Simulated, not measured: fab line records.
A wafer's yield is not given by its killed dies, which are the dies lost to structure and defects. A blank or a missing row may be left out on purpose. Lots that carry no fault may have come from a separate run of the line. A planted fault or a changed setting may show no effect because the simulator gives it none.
A sampling plan put to the test	flow nand_harc	one fab line, 16 faults that these records tell of, each judged on the records of the lots that it struck
What counts as the plan is the set of the line's own looks, namely the steps on the route at which a gauge or an inspection reads a wafer and does not change it. A look can be judged if struck wafers have a number there and the file gives its usual mean and standard deviation on fault-free wafers. Caught: at a look after the fault's first step, the mean of the struck wafers lies 4 or more of those standard deviations (sigma) from the usual mean. On the tool: the identical test, applied to the tool's own readings at the steps of the fault. If the struck wafers alone have a blank record, or they carry another recipe, that too counts as caught.

== THE FAULTS, as the simulator had put them in ==
1. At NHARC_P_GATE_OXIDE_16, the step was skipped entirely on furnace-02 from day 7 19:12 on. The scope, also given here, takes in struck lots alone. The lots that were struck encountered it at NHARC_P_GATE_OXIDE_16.
2. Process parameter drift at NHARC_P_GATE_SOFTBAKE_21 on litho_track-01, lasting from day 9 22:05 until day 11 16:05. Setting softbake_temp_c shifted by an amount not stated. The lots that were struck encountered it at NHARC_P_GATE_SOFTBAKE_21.
3. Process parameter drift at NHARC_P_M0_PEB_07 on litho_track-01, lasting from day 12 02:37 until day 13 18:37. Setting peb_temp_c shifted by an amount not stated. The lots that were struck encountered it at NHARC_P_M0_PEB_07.
4. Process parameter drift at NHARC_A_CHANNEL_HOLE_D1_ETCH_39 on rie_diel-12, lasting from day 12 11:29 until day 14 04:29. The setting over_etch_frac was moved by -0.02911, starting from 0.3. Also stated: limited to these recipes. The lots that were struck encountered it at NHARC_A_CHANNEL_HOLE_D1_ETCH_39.
5. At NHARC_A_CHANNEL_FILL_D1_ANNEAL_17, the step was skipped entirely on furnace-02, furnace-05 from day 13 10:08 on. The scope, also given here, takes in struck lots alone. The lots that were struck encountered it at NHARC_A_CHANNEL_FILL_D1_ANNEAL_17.
6. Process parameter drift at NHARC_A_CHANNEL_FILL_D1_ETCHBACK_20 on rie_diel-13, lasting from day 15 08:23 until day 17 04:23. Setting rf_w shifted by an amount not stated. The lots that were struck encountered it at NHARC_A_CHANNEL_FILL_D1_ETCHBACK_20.
7. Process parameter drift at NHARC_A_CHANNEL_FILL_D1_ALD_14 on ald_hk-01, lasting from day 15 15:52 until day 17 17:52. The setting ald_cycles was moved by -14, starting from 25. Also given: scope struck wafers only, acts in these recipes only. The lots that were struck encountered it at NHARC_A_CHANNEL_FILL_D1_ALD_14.
8. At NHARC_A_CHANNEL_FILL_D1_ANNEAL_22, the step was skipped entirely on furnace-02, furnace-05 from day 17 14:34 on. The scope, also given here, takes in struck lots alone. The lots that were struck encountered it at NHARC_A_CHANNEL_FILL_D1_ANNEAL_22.
9. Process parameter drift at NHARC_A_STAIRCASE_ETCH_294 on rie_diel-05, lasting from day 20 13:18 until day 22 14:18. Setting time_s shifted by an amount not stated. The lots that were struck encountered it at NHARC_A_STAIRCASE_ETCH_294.
10. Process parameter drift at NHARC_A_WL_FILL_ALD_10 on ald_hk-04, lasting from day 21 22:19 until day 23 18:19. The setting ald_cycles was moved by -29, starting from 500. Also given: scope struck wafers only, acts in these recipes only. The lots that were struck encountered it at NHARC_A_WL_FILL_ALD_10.
11. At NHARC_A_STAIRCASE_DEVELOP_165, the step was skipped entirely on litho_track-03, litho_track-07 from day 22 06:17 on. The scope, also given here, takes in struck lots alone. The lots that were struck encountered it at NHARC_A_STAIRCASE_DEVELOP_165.
12. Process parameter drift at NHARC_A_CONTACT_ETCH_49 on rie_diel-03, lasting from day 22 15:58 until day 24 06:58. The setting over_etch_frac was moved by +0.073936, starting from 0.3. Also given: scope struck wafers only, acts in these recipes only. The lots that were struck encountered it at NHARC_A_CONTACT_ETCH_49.
13. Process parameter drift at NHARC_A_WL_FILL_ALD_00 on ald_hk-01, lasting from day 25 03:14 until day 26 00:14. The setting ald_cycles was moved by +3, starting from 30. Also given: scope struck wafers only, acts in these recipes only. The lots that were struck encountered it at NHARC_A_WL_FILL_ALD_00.
14. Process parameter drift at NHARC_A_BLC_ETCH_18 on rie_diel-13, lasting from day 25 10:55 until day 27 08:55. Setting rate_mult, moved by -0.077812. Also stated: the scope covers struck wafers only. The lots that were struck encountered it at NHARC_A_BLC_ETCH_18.
15. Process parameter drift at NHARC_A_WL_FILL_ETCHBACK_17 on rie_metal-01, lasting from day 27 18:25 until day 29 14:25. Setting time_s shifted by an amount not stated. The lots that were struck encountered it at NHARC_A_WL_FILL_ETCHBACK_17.
16. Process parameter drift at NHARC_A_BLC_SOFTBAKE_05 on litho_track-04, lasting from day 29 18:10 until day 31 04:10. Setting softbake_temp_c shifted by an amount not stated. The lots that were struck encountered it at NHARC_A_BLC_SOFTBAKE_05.

== WHAT THE PLAN SAW ==
fault	on the tool itself	first look that catches it	reading, sigma	median hours from its first step to that look	hours from the fault's start to the first struck lot there	judged looks passed uncaught
1	the tool's record is blank for the struck wafers	no look after it can be judged	-	-	-	0
2	heater_power_total_W +99 or beyond sigma	not the one look that can be judged after it	-	-	-	1
3	plate_temp_C -20 sigma	not the one look that can be judged after it	-	-	-	1
4	under 2 sigma	no look after it can be judged	-	-	-	0
5	the tool's record is blank for the struck wafers	no look after it can be judged	-	-	-	0
6	rf_fwd_power_W +32 sigma	no look after it can be judged	-	-	-	0
7	under 2 sigma	no look after it can be judged	-	-	-	0
8	the tool's record is blank for the struck wafers	no look after it can be judged	-	-	-	0
9	run_length_s -99 or beyond sigma	not the one look that can be judged after it	-	-	-	1
10	under 2 sigma	not the one look that can be judged after it	-	-	-	1
11	the tool's record is blank for the struck wafers	no look after it can be judged	-	-	-	0
12	under 2 sigma	not the one look that can be judged after it	-	-	-	1
13	under 2 sigma	not the one look that can be judged after it	-	-	-	1
14	only faintly: oes_product_au -2.2 sigma	NHARC_END_SORT_01	killed_at_array +6.6	46.9	53	0
15	run_length_s -24 sigma	not the one look that can be judged after it	-	-	-	1
16	heater_power_total_W -93 sigma	no look after it can be judged	-	-	-	0
Dash: fault not caught, or number not given in these records.

Caught at a look: 1 of 16. Caught on the tool: 10 of 16. By one or the other: 11 of 16.
Faults 1, 2, 3, 5, 6, 8, 9, 11, 15, 16 were caught on the tool alone.
Caught at a look alone: fault 14.
Caught by neither: faults 4, 7, 10, 12, 13.

== THINNER SAMPLING ==
If the look that catches a fault measured only every second or every third lot, by lot number, the first struck lot would be measured this late in the worst case:
fault	struck lots at that look, in order of time	every lot	every second lot	every third lot
14	L926, L929, L928	53 h	89 h	may miss all 3
Hours are from the fault's start to the first struck lot that is measured. The limit of 4 sigma was tested on all struck wafers together, so one lot alone may lie under it. Other struck lots may not be in these records.

== THE LONGEST TIMED WAY FROM STEP TO LOOK ==
Fault 14: a median of 46.9 hours passes between NHARC_A_BLC_ETCH_18 and NHARC_END_SORT_01. No look between them can be judged.
